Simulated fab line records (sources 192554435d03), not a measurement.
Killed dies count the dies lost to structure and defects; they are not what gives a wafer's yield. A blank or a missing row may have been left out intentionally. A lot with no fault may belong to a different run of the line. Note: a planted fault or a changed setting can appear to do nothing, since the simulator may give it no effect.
What tool caused it? -- flow n5-finfet -- 24 lots with 72 wafers sampled at 3 steps, on a route of 1938 steps

## WHAT EACH GAUGE READ, for each wafer
N5_BEOL_M12_THK_MEAS_01.
lot,measured,on,M12_ILD_THK (nm)
L074,day 10 08:22,film-metro-02,659 662 681
L075,day 10 08:56,film-metro-02,664 654 659
L076,day 11 03:55,film-metro-02,648 660 664
L077,day 11 05:23,film-metro-01,657 662 673
L078,day 11 11:34,film-metro-01,660 655 670
L081,day 12 03:37,film-metro-01,649 644 650
L079,day 12 06:49,film-metro-02,667 672 669
L080,day 12 07:33,film-metro-01,637 636 655
L082,day 12 18:33,film-metro-02,655 660 653
L083,day 13 05:11,film-metro-01,664 661 665
L084,day 13 13:07,film-metro-02,651 663 665
L085,day 13 17:07,film-metro-01,652 667 655
L086,day 13 21:26,film-metro-01,664 658 672
L088,day 14 06:14,film-metro-01,653 646 666
L087,day 14 08:28,film-metro-01,658 666 663
L089,day 14 13:41,film-metro-01,660 669 663
L091,day 14 21:12,film-metro-01,660 652 674
L090,day 14 23:23,film-metro-01,664 672 669
L093,day 15 13:32,film-metro-02,649 643 648
L092,day 15 14:41,film-metro-01,652 649 651
L095,day 15 21:22,film-metro-01,649 653 651
L097,day 15 22:37,film-metro-01,654 644 656
L094,day 16 00:06,film-metro-01,645 655 643
L096,day 16 02:32,film-metro-01,649 655 660

N5_BEOL_M12_CD_MEAS_17 targets a cd of 140 nm.
lot,measured,on,cd-nm (nm)
L074,day 10 09:16,cd-sem-03,139.3 139.2 139.4
L075,day 10 09:49,cd-sem-02,141.0 146.2 145.4
L076,day 11 04:56,cd-sem-02,141.1 140.9 144.1
L077,day 11 06:20,cd-sem-01,143.4 143.9 140.3
L078,day 11 12:28,cd-sem-03,139.9 140.6 141.4
L081,day 12 04:31,cd-sem-01,142.3 142.2 139.9
L079,day 12 07:43,cd-sem-03,138.9 141.6 139.4
L080,day 12 08:34,cd-sem-03,140.6 141.6 142.7
L082,day 12 19:39,cd-sem-03,136.0 143.5 145.7
L083,day 13 06:26,cd-sem-03,145.1 143.7 140.4
L084,day 13 14:08,cd-sem-03,140.5 141.4 138.4
L085,day 13 18:07,cd-sem-02,139.8 142.3 142.9
L086,day 13 22:27,cd-sem-02,144.4 143.8 143.1
L088,day 14 07:10,cd-sem-03,142.5 143.9 144.5
L087,day 14 09:28,cd-sem-03,141.0 142.0 144.8
L089,day 14 15:20,cd-sem-03,135.7 139.7 141.5
L091,day 14 22:13,cd-sem-03,142.6 141.2 140.8
L090,day 15 01:02,cd-sem-01,143.7 143.3 143.2
L093,day 15 14:27,cd-sem-01,142.7 140.1 146.6
L092,day 15 15:37,cd-sem-03,140.7 143.0 142.7
L095,day 15 22:32,cd-sem-02,139.6 143.2 142.0
L097,day 16 00:01,cd-sem-01,138.4 142.3 145.5
L094,day 16 01:07,cd-sem-01,142.3 139.7 137.3
L096,day 16 03:26,cd-sem-03,145.0 143.6 145.3

## TOOL THAT RAN EACH LOT (tool first, then ch and the chambers of the sampled wafers, then the start)
lot,N5_BEOL_M11_CURE_72
L074,"uv-cure-02 ch 2, day 10 05:08"
L075,"uv-cure-02 ch 1, day 10 05:37"
L076,"uv-cure-03 ch 1, day 11 01:37"
L077,"uv-cure-02 ch 1, day 11 01:51"
L078,"uv-cure-01 ch 0, day 11 08:21"
L081,"uv-cure-03 ch 2, day 12 01:20"
L079,"uv-cure-01 ch 1, day 12 04:23"
L080,"uv-cure-01 ch 2, day 12 04:59"
L082,"uv-cure-03 ch 2, day 12 14:41"
L083,"uv-cure-02 ch 0, day 13 02:11"
L084,"uv-cure-03 ch 1, day 13 10:52"
L085,"uv-cure-03 ch 0, day 13 14:27"
L086,"uv-cure-01 ch 0, day 13 18:20"
L088,"uv-cure-01 ch 0, day 14 03:40"
L087,"uv-cure-01 ch 0, day 14 06:00"
L089,"uv-cure-02 ch 2, day 14 10:00"
L091,"uv-cure-03 ch 0, day 14 18:28"
L090,"uv-cure-02 ch 0, day 14 19:07"
L093,"uv-cure-03 ch 1, day 15 11:10"
L092,"uv-cure-03 ch 1, day 15 11:52"
L095,"uv-cure-03 ch 0, day 15 18:13"
L097,"uv-cure-02 ch 0, day 15 19:43"
L094,"uv-cure-02 ch 2, day 15 21:02"
L096,"uv-cure-03 ch 0, day 15 22:30"
- N5_BEOL_M11_CURE_72: cures SiCOH lowk, time 120 s.

## AS READ BY THE TOOLS THEMSELVES (means over the sampled wafers that have a number; for cases with no such wafer, the mark the record gives instead)
N5_BEOL_M11_CURE_72.
lot,tool,lamp-power-pct (%),wafer_temp_C_max
L074,uv-cure-02,52.31,372.0
L075,uv-cure-02,52.28,371.2
L076,uv-cure-03,52.30,371.4
L077,uv-cure-02,52.28,371.2
L078,uv-cure-01,52.35,371.4
L081,uv-cure-03,52.32,371.3
L079,uv-cure-01,52.34,371.5
L080,uv-cure-01,52.31,372.3
L082,uv-cure-03,52.34,371.8
L083,uv-cure-02,52.35,371.7
L084,uv-cure-03,52.31,371.1
L085,uv-cure-03,52.30,371.8
L086,uv-cure-01,52.28,371.4
L088,uv-cure-01,52.30,371.1
L087,uv-cure-01,52.26,371.3
L089,uv-cure-02,52.30,372.2
L091,uv-cure-03,52.29,372.6
L090,uv-cure-02,52.32,371.3
L093,uv-cure-03,52.37,370.9
L092,uv-cure-03,52.28,370.7
L095,uv-cure-03,52.34,372.0
L097,uv-cure-02,52.31,371.4
L094,uv-cure-02,52.32,371.9
L096,uv-cure-03,52.35,372.1

## THE ANSWER, worked out from the rows above alone
Rule: the usual values come from the lots themselves. The widest of any qualifying gaps counts: lots, ordered by their means at a reading, are off when they make up no more than a third of the lots, leave a main group of 4 or more, and stand apart from it by 3 or more times the standard deviation of that group's means. The tables above print the reading to a certain number of digits; a main group whose means all agree to those digits is not used. Also off: a lot with no number at a reading for which 4 or more lots have one. The other lots that the step has rows for count as sound. Order of review: gauges by route order, followed by the tools' own readings, for which a lot's mean as printed above is used. The first step at which some lot is off is used, and at that step the reading that is off furthest; a lot without a number counts as furthest.
Across all readings shown, no lot is off: no conclusion can be drawn from this.

## WHAT THE SIMULATOR HAD PUT IN
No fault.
